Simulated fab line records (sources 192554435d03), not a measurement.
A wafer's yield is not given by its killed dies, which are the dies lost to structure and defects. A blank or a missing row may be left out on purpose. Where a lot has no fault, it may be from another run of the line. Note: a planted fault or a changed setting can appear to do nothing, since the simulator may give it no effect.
fab line records | flow n5Finfet
record lots=5 wafers=15 lastDay=17
route steps=1938 shown BEOL_M2@916 BEOL_M3@931
lots with no fault: from the same line, run without faults
startH: the number of hours between the record's first day and the start of the first shown wafer of the lot | waitH: how many hours have passed since the lot's step before this one | " identical to the entry in the row above | L1.1+2: a row that stands for several wafers | - no value, or no start was given | * or withheld: withheld | < > ~ a bound
route shown NAME@n: NAME is a module with steps in the file, n the number in the route of the first one | usual: mean/standard deviation taken from wafers without a fault | same: alike in all rows | chamber/n: place in a boat | sites: the reading at each site | _std_site: how widely they spread, as a standard deviation | _edge_site: outer sites' mean less inner sites' | radiusMm: how far each site lies from the wafer's centre | mask NAME#n: copy n | behind: the last tool/chamber to shape the wafer | hold: cause of the lot's hold/its duration in hours/its outcome | device: which transistor (n, p or np) failed to switch | end of line: the tests these same wafers got at the end of their route | a step with no rows: only its recipe | killed: count of dies lost to structure and defects at first sort (not the wafer's yield) | map: dies across one wafer; x = killed, . = not, _ = none there
set.NAME: the setting that was run; set.NAME@STEP: the one run at that earlier step | model.NAME: the simulator's own value behind a step, which no gauge read
lots seen at some steps along the route; tables by step, rows by wafer
services: when a tool's chamber went out of use (startH, in hours from the record's first day, below 0 if earlier), for how many hours, and the reason
## steps
# step N5_BEOL_M2_SPUTTER_92
# recipe material=Cu targetThkA=45 tempC=-20 chamberPressurePa=0.07 powerW=withheld timeS=8.29
# usual susceptorTempC=-20.00/0.12 throttleValvePct=29.7/0.99
# columns lot.wafer tool chamber startH waitH susceptorTempC throttleValvePct
L082.2 pvdSputter-01 - 189.34 0.1 -20.00 29.9
L082.5 " - " " -20.04 29.6
L082.6 " - " " -19.97 30.3
L085.1 pvdSputter-02 - 221.34 0.1 -19.93 27.8
L085.2 " - " " -20.07 30.0
L085.5 " - " " -19.96 27.6
L089.1 pvdSputter-02 - 240.98 0.1 -20.07 29.6
L089.2 " - " " -19.98 28.7
L089.4 " - " " -19.91 27.9
L093.2 pvdSputter-03 - 258.52 0.1 -20.05 32.0
L093.4 " - " " -19.87 29.3
L093.5 " - " " -20.09 31.6
L095.3 pvdSputter-01 - 265.80 0.1 -20.00 30.3
L095.4 " - " " -20.10 29.6
L095.6 " - " " -20.13 30.1
# step N5_BEOL_M2_ANNEAL_93
# recipe tempC=400 timeS=240 ambient=vacuum
# usual heaterPowerW=841/95 susceptorTempC=400.04/0.22 susceptor_temp_C_max=400.9/0.4
# columns lot.wafer tool chamber startH waitH heaterPowerW susceptorTempC susceptor_temp_C_max
L082.2 pvdSputter-01 - 189.42 0.0 793 399.79 400.6
L082.5 " - " " 944 399.65 401.0
L082.6 " - " " 758 399.87 400.4
L085.1 pvdSputter-02 - 221.43 0.0 898 400.15 400.8
L085.2 " - " " 870 400.01 400.6
L085.5 " - " " 874 400.02 400.8
L089.1 pvdSputter-02 - 241.06 0.0 845 400.28 401.0
L089.2 " - " " 752 399.92 400.6
L089.4 " - " " 866 399.98 400.6
L093.2 pvdSputter-03 - 258.60 0.0 958 400.07 401.5
L093.4 " - " " 971 400.25 400.9
L093.5 " - " " 979 400.09 401.4
L095.3 pvdSputter-01 - 265.88 0.0 748 400.24 400.8
L095.4 " - " " 919 399.86 400.9
L095.6 " - " " 768 400.38 401.0
# step N5_BEOL_M2_SPUTTER_94
# recipe material=Cu targetThkA=45 tempC=-20 chamberPressurePa=0.07 powerW=withheld timeS=8.29
# usual susceptorTempC=-20.00/0.11 throttleValvePct=29.6/1
# columns lot.wafer tool chamber startH waitH susceptorTempC throttleValvePct
L082.2 pvdSputter-01 - 189.56 0.1 -20.08 29.9
L082.5 " - " " -20.21 29.6
L082.6 " - " " -20.03 30.2
L085.1 pvdSputter-02 - 221.59 0.1 -19.92 27.6
L085.2 " - " " -20.04 30.0
L085.5 " - " " -19.88 28.2
L089.1 pvdSputter-02 - 241.20 0.1 -19.99 29.8
L089.2 " - " " -19.95 28.9
L089.4 " - " " -20.14 27.7
L093.2 pvdSputter-03 - 258.74 0.1 -20.05 31.9
L093.4 " - " " -19.92 29.5
L093.5 " - " " -19.92 31.8
L095.3 pvdSputter-01 - 266.02 0.1 -19.92 30.2
L095.4 " - " " -19.96 29.9
L095.6 " - " " -20.03 30.1
# step N5_BEOL_M2_ANNEAL_95
# recipe tempC=400 timeS=240 ambient=vacuum
# usual heaterPowerW=842/96 susceptorTempC=399.98/0.21 susceptor_temp_C_max=400.8/0.36
# columns lot.wafer tool chamber startH waitH heaterPowerW susceptorTempC susceptor_temp_C_max
L082.2 pvdSputter-01 - 189.64 0.0 769 400.03 400.8
L082.5 " - " " 964 399.83 400.7
L082.6 " - " " 778 399.69 400.3
L085.1 pvdSputter-02 - 221.68 0.0 866 399.99 400.8
L085.2 " - " " 855 400.06 400.6
L085.5 " - " " 897 399.99 400.7
L089.1 pvdSputter-02 - 241.28 0.0 830 400.27 400.8
L089.2 " - " " 772 400.34 400.9
L089.4 " - " " 883 399.86 400.5
L093.2 pvdSputter-03 - 258.82 0.0 964 399.98 401.3
L093.4 " - " " 964 399.94 400.6
L093.5 " - " " 969 399.74 401.0
L095.3 pvdSputter-01 - 266.10 0.0 749 399.81 400.4
L095.4 " - " " 973 400.00 401.2
L095.6 " - " " 800 399.96 400.6
# step N5_BEOL_M2_SPUTTER_96
# recipe material=Cu targetThkA=45 tempC=-20 chamberPressurePa=0.07 powerW=withheld timeS=8.29
# usual susceptorTempC=-20.00/0.11 throttleValvePct=29.7/1
# columns lot.wafer tool chamber startH waitH susceptorTempC throttleValvePct
L082.2 pvdSputter-01 - 189.78 0.1 -19.98 30.0
L082.5 " - " " -19.98 29.8
L082.6 " - " " -20.18 29.9
L085.1 pvdSputter-02 - 221.83 0.1 -20.05 27.7
L085.2 " - " " -19.94 29.9
L085.5 " - " " -20.02 27.8
L089.1 pvdSputter-02 - 241.42 0.1 -20.03 29.7
L089.2 " - " " -19.79 28.9
L089.4 " - " " -20.01 28.1
L093.2 pvdSputter-03 - 258.96 0.1 -19.90 31.9
L093.4 " - " " -19.91 29.7
L093.5 " - " " -19.83 31.9
L095.3 pvdSputter-01 - 266.24 0.1 -19.97 30.3
L095.4 " - " " -20.20 29.9
L095.6 " - " " -19.99 30.3
# step N5_BEOL_M2_ECD_50
# recipe material=Cu targetThkA=3000
# columns lot.wafer tool chamber startH waitH
L082.2+5+6 ecdCu-02 0,1,0 189.89 0.1
L085.1+2+5 ecdCu-02 1,0,1 221.96 0.1
L089.1+2+4 ecdCu-02 0,1,0 241.53 0.1
L093.2+4+5 ecdCu-01 1,0,1 259.08 0.1
L095.3+4+6 ecdCu-02 1,0,1 266.38 0.1
# step N5_BEOL_M2_ANNEAL_51
# recipe tempC=225 timeS=90 ambient=N2
# usual wafer_temp_C_max=226.14/0.26
# columns lot.wafer tool chamber startH waitH wafer_temp_C_max
L082.2 rtpAnneal-02 0 190.02 0.1 226.01
L082.5 " 0 " " 226.26
L082.6 " 0 " " 225.62
L085.1 rtpAnneal-02 0 222.04 0.1 225.66
L085.2 " 0 " " 226.12
L085.5 " 0 " " 225.94
L089.1 rtpAnneal-01 0 241.61 0.1 226.47
L089.2 " 0 " " 225.91
L089.4 " 0 " " 226.44
L093.2 rtpAnneal-02 0 259.20 0.1 225.76
L093.4 " 0 " " 226.01
L093.5 " 0 " " 225.70
L095.3 rtpAnneal-01 0 266.53 0.1 226.45
L095.4 " 0 " " 226.48
L095.6 " 0 " " 226.25
# step N5_BEOL_M2_CMP_52
# recipe stopOn=SiOC tOverpolishS=6.8 downForcePsi=1 platenRpm=50 clearingPlatenDownForcePsi=1.5 clearingPlatenRpm=50 postCmpClean=cuAlkaline targetThkNm=40 clearingPlatenPadVelocityMS=0.99484 padVelocityMS=0.99484
# usual barrierFieldEndpointS=24.6/0.66 motorCurrentA=5.9/0.72 overpolishRunS=6.800/0.0085 timeToEndpointS=61.6/3
# columns lot.wafer tool chamber startH waitH barrierFieldEndpointS motorCurrentA overpolishRunS timeToEndpointS
L082.2 cmp-03 2 190.27 0.2 25.2 5.9 6.790 63.1
L082.5 " 2 " " 26.2 5.6 6.788 65.1
L082.6 " 3 " " 25.9 6.4 6.801 63.8
L085.2 cmp-02 3 222.39 0.3 23.7 6.8 6.790 59.4
L085.1 " 1 " " 23.3 6.3 6.794 57.1
L085.5 " 2 " " 23.6 5.0 6.802 54.4
L089.2 cmp-03 0 241.91 0.2 24.8 5.8 6.807 63.0
L089.4 " 1 " " 25.2 6.5 6.786 62.6
L089.1 " 3 " " 23.8 6.6 6.799 61.6
L093.4 cmp-04 3 259.53 0.2 24.3 5.0 6.793 60.9
L093.2 " 0 " " 25.3 5.4 6.810 62.7
L093.5 " 2 " " 24.9 5.5 6.795 63.5
L095.3 cmp-04 3 266.78 0.2 25.1 4.8 6.789 61.2
L095.4 " 0 " " 25.8 5.6 6.808 66.2
L095.6 " 2 " " 24.8 5.3 6.796 60.8
# step N5_BEOL_M2_THK_MEAS_53
# recipe thkMeasGauge=xrf reads=Cu_of_BEOL_M2_ECD_50
# usual M2_THK=40.3/1.1
# columns lot.wafer tool chamber startH waitH M2_THK[nm]
L082.2 filmMetro-01 - 190.56 - 39.0
L082.5 " - " " 40.5
L082.6 " - " " 39.3
L085.1 filmMetro-02 - 222.65 - 39.6
L085.2 " - " " 40.7
L085.5 " - " " 39.0
L089.1 filmMetro-01 - 242.21 - 40.5
L089.2 " - " " 40.7
L089.4 " - " " 40.1
L093.2 filmMetro-02 - 259.75 - 40.9
L093.4 " - " " 38.6
L093.5 " - " " 37.4
L095.3 filmMetro-01 - 267.03 - 41.5
L095.4 " - " " 41.6
L095.6 " - " " 40.8
# step N5_BEOL_M2_PRE_CLEAN_60
# recipe gas=NH3/H2 timeS=15 tempC=* rfPowerW=300
# usual heaterPowerW=81/5.3 rfFwdPowerW=297.0/0.93 susceptorTempC=*
# columns lot.wafer tool chamber startH waitH heaterPowerW rfFwdPowerW sinceWetCleanH susceptorTempC
L082.2 cvdCo-02 1 190.60 0.0 86 298.4 1169 *
L082.5 " 1 " " 88 298.1 - *
L082.6 " 2 " " 84 296.0 - *
L085.1 cvdCo-02 2 222.68 0.0 85 297.2 305 *
L085.2 " 1 " " 85 295.8 1201 *
L085.5 " 0 " " 76 296.8 - *
L089.1 cvdCo-02 1 242.24 0.0 86 297.7 1221 *
L089.2 " 2 " " 85 297.4 324 *
L089.4 " 0 " " 73 297.1 - *
L093.2 cvdCo-01 0 259.80 0.0 75 296.1 1020 *
L093.4 " 2 " " 84 296.7 - *
L093.5 " 1 " " 81 296.1 - *
L095.3 cvdCo-02 0 267.07 0.0 74 297.1 808 *
L095.4 " 1 " " 84 296.8 - *
L095.6 " 2 " " 83 298.4 - *
# step N5_BEOL_M2_CO_CAP_55
# recipe material=Co targetThkA=20 tempC=200 precursor=CCTBA/H2 pressureTorr=30 timeS=102.1
# usual heaterPowerW=231/7.3 susceptorTempC=200.01/0.16
# columns lot.wafer tool chamber startH waitH heaterPowerW sinceWetCleanH susceptorTempC
L082.2 cvdCo-02 1 190.64 0.0 235 1169 200.36
L082.5 " 1 " " 238 - 200.09
L082.6 " 2 " " 238 - 199.88
L085.1 cvdCo-02 2 222.72 0.0 234 305 199.96
L085.2 " 1 " " 242 1201 200.11
L085.5 " 0 " " 219 - 199.99
L089.1 cvdCo-02 1 242.28 0.0 236 1221 200.04
L089.2 " 2 " " 235 324 199.77
L089.4 " 0 " " 226 - 199.96
L093.2 cvdCo-01 0 259.84 0.0 227 1020 199.90
L093.4 " 2 " " 237 - 199.74
L093.5 " 1 " " 234 - 200.07
L095.3 cvdCo-02 0 267.11 0.0 218 808 200.01
L095.4 " 1 " " 236 - 200.13
L095.6 " 2 " " 232 - 200.14
# step N5_BEOL_M2_PRE_CLEAN_56
# recipe gas=NH3 timeS=15 tempC=withheld rfPowerW=300
# usual rfFwdPowerW=293.9/1.7
# columns lot.wafer tool chamber startH waitH rfFwdPowerW sinceWetCleanH
L082.2 pecvd-02 1 190.73 0.1 296.4 1620
L082.5 " 0 " " 295.1 -
L082.6 " 1 " " 295.7 -
L085.1 pecvd-04 1 222.81 0.1 293.6 101
L085.2 " 2 " " 293.8 535
L085.5 " 0 " " 295.0 -
L089.1 pecvd-03 1 242.37 0.1 294.7 1490
L089.2 " 2 " " 293.1 11
L089.4 " 0 " " 292.6 -
L093.2 pecvd-03 0 259.93 0.1 292.4 783
L093.4 " 1 " " 294.2 -
L093.5 " 0 " " 294.0 -
L095.3 pecvd-02 0 267.21 0.1 296.0 -
L095.4 " 2 " " 295.0 -
L095.6 " 0 " " 294.3 -
# step N5_BEOL_M2_DEP_57
# recipe material=SiCN targetThkA=80 tempC=withheld precursor=3MS/NH3 pressureTorr=3 rfW=202 timeS=14
# usual rfFwdPowerW=198.7/1.1 showerheadPlenumPTorr=3.660/0.022 throttleValvePct=8.9/0.53
# columns lot.wafer tool chamber startH waitH rfFwdPowerW showerheadPlenumPTorr sinceWetCleanH throttleValvePct
L082.2 pecvd-02 1 190.76 0.0 201.5 3.653 1620 9.1
L082.5 " 0 " " 198.0 3.676 - 8.5
L082.6 " 1 " " 200.5 3.658 - 9.0
L085.1 pecvd-04 1 222.84 0.0 199.0 3.638 101 8.6
L085.2 " 2 " " 198.9 3.679 535 8.2
L085.5 " 0 " " 196.6 3.665 - 10.0
L089.1 pecvd-03 1 242.40 0.0 199.0 3.676 1490 9.2
L089.2 " 2 " " 197.9 3.678 11 7.9
L089.4 " 0 " " 196.9 3.620 - 9.0
L093.2 pecvd-03 0 259.95 0.0 198.2 3.625 783 8.9
L093.4 " 1 " " 198.6 3.665 - 9.2
L093.5 " 0 " " 198.6 3.615 - 9.0
L095.3 pecvd-02 0 267.25 0.0 198.6 3.671 - 9.3
L095.4 " 2 " " 199.3 3.673 - 9.3
L095.6 " 0 " " 198.8 3.683 - 9.0
# step N5_BEOL_M2_RS_MEAS_58
# recipe thkMeasGauge=four-point-probe reads=Co_of_BEOL_M2_CO_CAP_55+Cu_of_BEOL_M2_ECD_50+Co_of_BEOL_M2_CVD_47+TaN_of_BEOL_M2_ALD_84
# usual M2_RS=0.666/0.024
# columns lot.wafer tool chamber startH waitH M2_RS[ohm/sq]
L082.2 filmMetro-02 - 190.82 0.1 0.685
L082.5 " - " " 0.653
L082.6 " - " " 0.675
L085.1 filmMetro-02 - 222.91 0.0 0.689
L085.2 " - " " 0.662
L085.5 " - " " 0.702
L089.1 filmMetro-01 - 242.57 0.1 0.668
L089.2 " - " " 0.661
L089.4 " - " " 0.677
L093.2 filmMetro-01 - 260.02 0.1 0.660
L093.4 " - " " 0.709
L093.5 " - " " 0.738
L095.3 filmMetro-02 - 267.32 0.1 0.640
L095.4 " - " " 0.641
L095.6 " - " " 0.648
# step N5_BEOL_M2_INSPECT_59
# recipe inspectInstrument=darkfield mode=postDep
# usual rawDefectCount=71/20
# columns lot.wafer tool chamber startH waitH rawDefectCount
L082.2 defectInspect-02 - 190.85 0.0 105
L082.5 " - " " 128
L082.6 " - " " 82
L085.1 defectInspect-02 - 222.93 0.0 53
L085.2 " - " " 71
L085.5 " - " " 71
L089.1 defectInspect-01 - 242.59 0.0 57
L089.2 " - " " 74
L089.4 " - " " 64
L093.2 defectInspect-01 - 260.05 0.0 52
L093.4 " - " " 87
L093.5 " - " " 55
L095.3 defectInspect-01 - 267.35 0.0 58
L095.4 " - " " 69
L095.6 " - " " 52
# step N5_BEOL_M3_ILD_DEP_00
# recipe material=SiOC targetThkA=790 tempC=350 precursor=DEMS/O2 pressureTorr=5 rfW=500 timeS=15.3
# usual heaterPowerW=423/61 rfFwdPowerW=492.7/2.4 showerheadPlenumPTorr=5.687/0.019 susceptorTempC=349.98/0.21 throttleValvePct=12.1/0.89
# columns lot.wafer tool chamber startH waitH heaterPowerW rfFwdPowerW showerheadPlenumPTorr sinceWetCleanH susceptorTempC throttleValvePct
L082.2 pecvd-04 0 190.89 0.0 361 490.6 5.701 1257 349.79 13.5
L082.5 " 2 " " 478 492.6 5.695 - 350.00 11.2
L082.6 " 1 " " 394 495.3 5.657 - 350.15 11.1
L085.1 pecvd-01 1 222.97 0.0 424 491.5 5.678 1833 350.01 13.2
L085.2 " 2 " " 360 492.0 5.669 349 349.86 11.7
L085.5 " 0 " " 511 496.8 5.650 - 350.23 13.4
L089.1 pecvd-01 0 242.63 0.0 437 493.5 5.654 1128 349.79 13.5
L089.2 " 1 " " 389 493.1 5.692 1853 349.67 12.8
L089.4 " 2 " " 389 493.4 5.663 - 349.77 11.6
L093.2 pecvd-02 0 260.08 0.0 463 492.3 5.699 964 350.13 11.7
L093.4 " 2 " " 380 493.6 5.703 - 350.26 12.1
L093.5 " 2 " " 386 492.7 5.704 - 349.95 12.2
L095.3 pecvd-04 2 267.38 0.0 405 491.4 5.705 580 350.16 10.9
L095.4 " 1 " " 459 494.3 5.693 - 350.06 11.2
L095.6 " 2 " " 411 492.7 5.714 - 350.05 11.1
# step N5_BEOL_M3_THK_MEAS_01
# recipe reads=SiOC_of_BEOL_M3_ILD_DEP_00
# usual M3_ILD_THK=79.0/0.93
# columns lot.wafer tool chamber startH waitH M3_ILD_THK[nm]
L082.2 filmMetro-02 - 190.95 0.1 78.4
L082.5 " - " " 79.1
L082.6 " - " " 80.4
L085.1 filmMetro-02 - 223.04 0.0 78.2
L085.2 " - " " 78.3
L085.5 " - " " 79.3
L089.1 filmMetro-01 - 242.70 0.0 78.8
L089.2 " - " " 77.9
L089.4 " - " " 79.5
L093.2 filmMetro-01 - 260.17 0.1 77.4
L093.4 " - " " 80.0
L093.5 " - " " 79.4
L095.3 filmMetro-02 - 267.45 0.1 78.5
L095.4 " - " " 79.2
L095.6 " - " " 80.8
# step N5_BEOL_M3_PECVD_72
# recipe material=SiO2 targetThkA=160 tempC=400 precursor=TEOS/O2 pressureTorr=5.5 rfW=450 teosFlowSccm=53.8 gas=O2 flowSccm=3000 timeS=18
# usual heaterPowerW=643/85 rfFwdPowerW=443.3/2 showerheadPlenumPTorr=8.75/0.077 susceptorTempC=400.02/0.2 throttleValvePct=22.6/1.5
# columns lot.wafer tool chamber startH waitH heaterPowerW rfFwdPowerW showerheadPlenumPTorr sinceWetCleanH susceptorTempC throttleValvePct
L082.2 pecvd-02 2 190.99 0.0 551 444.1 8.78 137 399.99 22.6
L082.5 " 2 " " 559 444.1 8.79 - 399.97 22.2
L082.6 " 0 " " 672 443.3 8.80 - 400.44 21.9
L085.1 pecvd-04 0 223.07 0.0 575 441.5 8.81 1289 399.78 24.8
L085.2 " 1 " " 616 444.3 8.67 102 399.84 21.5
L085.5 " 0 " " 574 441.8 8.80 - 399.80 24.6
L089.1 pecvd-02 2 242.73 0.0 571 443.6 8.79 188 400.16 22.6
L089.2 " 0 " " 715 444.9 8.80 947 400.11 21.9
L089.4 " 0 " " 703 444.1 8.81 - 400.07 21.9
L093.2 pecvd-04 1 260.20 0.0 643 443.6 8.62 139 399.75 21.2
L093.4 " 1 " " 657 440.0 8.66 - 400.12 21.5
L093.5 " 0 " " 562 441.4 8.79 - 399.96 24.4
L095.3 pecvd-02 0 267.51 0.1 689 443.4 8.81 - 400.17 22.1
L095.4 " 2 " " 581 442.5 8.79 - 399.84 22.8
L095.6 " 0 " " 678 443.7 8.79 - 400.26 22.2
# step N5_BEOL_M3_HM_DEP_02
# recipe material=TiN targetThkA=200 tempC=25 chamberPressurePa=0.49996
# usual susceptorTempC=24.98/0.11 throttleValvePct=29.5/1
# columns lot.wafer tool chamber startH waitH susceptorTempC throttleValvePct
L082.2 pvdSputter-02 - 191.33 0.3 25.21 29.6
L082.5 " - " " 24.74 30.1
L082.6 " - " " 24.83 28.6
L085.1 pvdSputter-02 - 223.18 0.1 24.96 30.0
L085.2 " - " " 24.99 28.7
L085.5 " - " " 24.82 29.0
L089.1 pvdSputter-03 - 244.87 2.1 25.13 29.6
L089.2 " - " " 25.03 31.8
L089.4 " - " " 24.99 29.4
L093.2 pvdSputter-02 - 261.38 1.2 24.87 27.7
L093.4 " - " " 25.03 29.7
L093.5 " - " " 25.12 29.7
L095.3 pvdSputter-02 - 271.33 3.8 24.99 28.9
L095.4 " - " " 24.79 30.2
L095.6 " - " " 24.93 29.7
# step N5_BEOL_M3_COAT_61
# recipe resist=SOC tempC=250 timeS=60 spinRpm=1500 resistThkNm=60
# columns lot.wafer tool chamber startH waitH
L082.2+5+6 lithoTrack-01 0 191.46 0.1
L085.1+2+5 lithoTrack-01 0 223.32 0.1
L089.1+2+4 lithoTrack-01 0 245.00 0.1
L093.2+4+5 lithoTrack-01 0 261.50 0.1
L095.3+4+6 lithoTrack-02 0 271.46 0.1
# step N5_BEOL_M3_COAT_62
# recipe resist=SiARC tempC=220 timeS=60 spinRpm=1500 resistThkNm=12
# columns lot.wafer tool chamber startH waitH
L082.2+5+6 lithoTrack-01 0 - -
L085.1+2+5 lithoTrack-01 0 - -
L089.1+2+4 lithoTrack-01 0 - -
L093.2+4+5 lithoTrack-01 0 - -
L095.3+4+6 lithoTrack-02 0 - -
# step N5_BEOL_M3_COAT_73
# recipe resist=underlayer tempC=205 timeS=60 spinRpm=1500 resistThkNm=5
# columns lot.wafer tool chamber startH waitH
L082.2+5+6 lithoTrack-01 0 - -
L085.1+2+5 lithoTrack-01 0 - -
L089.1+2+4 lithoTrack-01 0 - -
L093.2+4+5 lithoTrack-01 0 - -
L095.3+4+6 lithoTrack-02 0 - -
# step N5_BEOL_M3_COAT_05
# recipe resist=CAR-EUV spinRpm=1500 resistThkNm=30
# columns lot.wafer tool chamber startH waitH
L082.2+5+6 lithoTrack-01 0 - -
L085.1+2+5 lithoTrack-01 0 - -
L089.1+2+4 lithoTrack-01 0 - -
L093.2+4+5 lithoTrack-01 0 - -
L095.3+4+6 lithoTrack-02 0 - -
# step N5_BEOL_M3_EBR_07
# recipe solvent=PGMEA ebrWidthMm=1.5
# columns lot.wafer tool chamber startH waitH
L082.2+5+6 lithoTrack-01 0 - -
L085.1+2+5 lithoTrack-01 0 - -
L089.1+2+4 lithoTrack-01 0 - -
L093.2+4+5 lithoTrack-01 0 - -
L095.3+4+6 lithoTrack-02 0 - -
# step N5_BEOL_M3_SOFTBAKE_06
# recipe tempC=110 timeS=60 resist=CAR-EUV
# columns lot.wafer tool chamber startH waitH
L082.2+5+6 lithoTrack-01 0 - -
L085.1+2+5 lithoTrack-01 0 - -
L089.1+2+4 lithoTrack-01 0 - -
L093.2+4+5 lithoTrack-01 0 - -
L095.3+4+6 lithoTrack-02 0 - -
# step N5_BEOL_M3_EXPOSE_08
# recipe maskId=M3 na=0.33 sourceShape=dipole sigmaInner=0.369 sigmaOuter=0.767 polarization=unpolarized doseMj=33
# columns lot.wafer tool chamber startH waitH mask
L082.2+5+6 euvScanner-01 0 191.73 - M3#0
L085.1+2+5 euvScanner-01 0 223.46 - M3#0
L089.1+2+4 euvScanner-02 0 245.26 - M3#0
L093.2+4+5 euvScanner-02 0 261.65 - M3#0
L095.3+4+6 euvScanner-01 0 271.74 - M3#0
# step N5_BEOL_M3_PEB_09
# recipe pebTempC=100 pebTimeS=60 resist=CAR-EUV
# columns lot.wafer tool chamber startH waitH
L082.2+5+6 lithoTrack-02 0 191.78 0.0
L085.1+2+5 lithoTrack-01 0 223.52 0.1
L089.1+2+4 lithoTrack-02 0 245.32 0.1
L093.2+4+5 lithoTrack-02 0 261.70 0.0
L095.3+4+6 lithoTrack-05 0 271.78 0.0
# step N5_BEOL_M3_DEVELOP_10
# recipe developTimeS=30 developer=TMAH resist=CAR-EUV rinseLiquid=surfactantRinse dry=airSpin devTempC=23
# usual developerTempC=23.02/0.11
# same developTimeS=30
# columns lot.wafer tool chamber startH waitH developerTempC
L082.2 lithoTrack-02 0 - - 23.04
L082.5 " 0 " " 23.06
L082.6 " 0 " " 23.14
L085.1 lithoTrack-01 0 - - 22.89
L085.2 " 0 " " 22.93
L085.5 " 0 " " 22.82
L089.1 lithoTrack-02 0 - - 23.09
L089.2 " 0 " " 23.02
L089.4 " 0 " " 23.05
L093.2 lithoTrack-02 0 - - 23.10
L093.4 " 0 " " 23.07
L093.5 " 0 " " 22.97
L095.3 lithoTrack-05 0 - - 22.92
L095.4 " 0 " " 22.93
L095.6 " 0 " " 22.98
# step N5_BEOL_M3_CD_MEAS_11
# recipe targetCdNm=17.05 landingEnergyEv=500 detector=seInlens polarity=opening
# usual cdNm=17.09/0.23
# columns lot.wafer tool chamber startH waitH cdNm
L082.2 cdSem-01 0 191.85 - 17.36
L082.5 " 0 " " 16.91
L082.6 " 0 " " 17.50
L085.1 cdSem-03 0 223.58 - 17.03
L085.2 " 0 " " 17.33
L085.5 " 0 " " 16.80
L089.1 cdSem-03 0 245.38 - 16.99
L089.2 " 0 " " 17.55
L089.4 " 0 " " 17.11
L093.2 cdSem-01 0 261.77 - 17.22
L093.4 " 0 " " 17.47
L093.5 " 0 " " 17.26
L095.3 cdSem-03 0 271.85 - 17.29
L095.4 " 0 " " 17.20
L095.6 " 0 " " 17.16
# step N5_BEOL_M3_OVL_MEAS_12
# recipe pointsPerWafer=522
# usual M3_OVL=-0.2/0.74
# columns lot.wafer tool chamber startH waitH M3_OVL[nm]
L082.2 overlay-01 0 191.89 0.0 -0.7
L082.5 " 0 " " -0.8
L082.6 " 0 " " 0.3
L085.1 overlay-02 0 223.62 0.0 -0.4
L085.2 " 0 " " -1.6
L085.5 " 0 " " -0.8
L089.1 overlay-01 0 245.41 0.0 0.5
L089.2 " 0 " " 0.8
L089.4 " 0 " " 0.1
L093.2 overlay-02 0 261.80 0.0 0.3
L093.4 " 0 " " -0.3
L093.5 " 0 " " -0.9
L095.3 overlay-02 0 271.89 0.0 -0.4
L095.4 " 0 " " 0.5
L095.6 " 0 " " -0.1
# step N5_BEOL_M3_INSPECT_13
# recipe mode=adi inspectInstrument=brightfield
# usual rawDefectCount=395/84
# columns lot.wafer tool chamber startH waitH rawDefectCount
L082.2 defectInspect-01 - 191.94 0.0 471
L082.5 " - " " 508
L082.6 " - " " 367
L085.1 defectInspect-01 - 223.67 0.1 276
L085.2 " - " " 328
L085.5 " - " " 360
L089.1 defectInspect-02 - 245.47 0.1 346
L089.2 " - " " 461
L089.4 " - " " 388
L093.2 defectInspect-01 - 261.85 0.0 388
L093.4 " - " " 515
L093.5 " - " " 292
L095.3 defectInspect-02 - 271.94 0.0 315
L095.4 " - " " 299
L095.6 " - " " 293
# step N5_BEOL_M3_DESCUM_16
# recipe chemistry=O2 timeS=7 sourcePowerW=50 biasPowerW=20 pressureMtorr=20 rfFrequencyHz=2.712e+07 tempC=40 resist=CAR-EUV o2FlowSccm=225
# usual chamberPressureMTorr=19.999/0.018 drypumpMotorCurrentA=5.9/0.42 oesProductAu=0.76/0.059 rfFwdPowerW=49.42/0.16 rfVppV=243.4/1.2 showerheadPlenumPTorr=2.11/0.055 throttleValvePct=20.48/0.13
# columns lot.wafer tool chamber startH waitH chamberPressureMTorr drypumpMotorCurrentA oesProductAu rfFwdPowerW rfHoursCounterH rfVppV showerheadPlenumPTorr throttleValvePct
L082.2 rieDiel-03 0 192.51 0.6 19.999 6.3 0.73 49.61 207 243.6 2.06 20.42
L082.5 " 3 " " 19.974 5.6 0.70 49.16 - 244.1 2.07 20.54
L082.6 " 0 " " 19.998 6.3 0.72 49.56 - 242.8 2.06 20.41
L085.1 rieDiel-03 2 223.71 0.0 20.004 5.4 0.74 49.51 193 244.1 2.08 20.30
L085.2 " 0 " " 20.002 6.4 0.71 49.53 218 242.4 2.06 20.41
L085.5 " 0 " " 19.991 6.4 0.72 49.36 - 242.4 2.06 20.44
L089.1 rieDiel-05 0 245.51 0.0 19.997 5.2 0.78 49.55 106 241.5 2.10 20.65
L089.2 " 2 " " 20.000 5.7 0.71 49.33 220 244.5 2.15 20.69
L089.4 " 3 " " 20.013 5.7 0.83 49.55 72 244.3 2.20 20.42
L093.2 rieDiel-05 3 261.89 0.0 19.985 5.7 0.83 49.35 77 246.1 2.20 20.44
L093.4 " 0 " " 20.020 5.2 0.79 49.73 111 244.9 2.10 20.64
L093.5 " 1 " " 20.003 5.8 0.72 49.40 - 244.4 2.17 20.54
L095.3 rieDiel-05 3 271.97 0.0 20.015 5.8 0.82 49.28 79 244.0 2.20 20.42
L095.4 " 0 " " 20.010 5.2 0.78 49.57 113 243.4 2.10 20.67
L095.6 " 3 " " 19.951 5.8 0.81 49.26 - 246.5 2.20 20.41
## services
# columns tool chamber startH hours kind
euvScanner-02 - 165.34 1.0 pm
cvdCo-01 2 167.15 10.9 repair
cvdCo-01 1 167.27 34.5 repair
pvdSputter-02 - 174.26 5.0 repair
pecvd-03 1 175.64 10.2 repair
cvdCo-02 - 178.10 0.3 repair
pecvd-02 - 181.53 0.9 repair
pecvd-01 - 189.49 2.2 repair
euvScanner-02 - 190.97 4.6 pm
euvScanner-01 - 197.69 1.0 pm
cvdCo-01 - 202.00 3.4 repair
ecdCu-02 - 216.81 1.1 repair
pecvd-01 0 217.93 1.7 repair
euvScanner-02 - 219.86 1.0 pm
euvScanner-02 - 227.46 5.8 pm
pecvd-02 - 229.79 2.9 repair
rieDiel-03 1 235.73 2.8 repair
euvScanner-01 - 244.49 0.6 repair
pecvd-04 - 247.94 0.7 repair
cmp-03 - 249.33 2.6 repair
cmp-04 - 249.36 3.8 repair
euvScanner-01 - 251.63 4.6 pm
rieDiel-03 - 252.66 2.8 pm
cmp-04 - 260.25 4.0 pm
## key
fault none
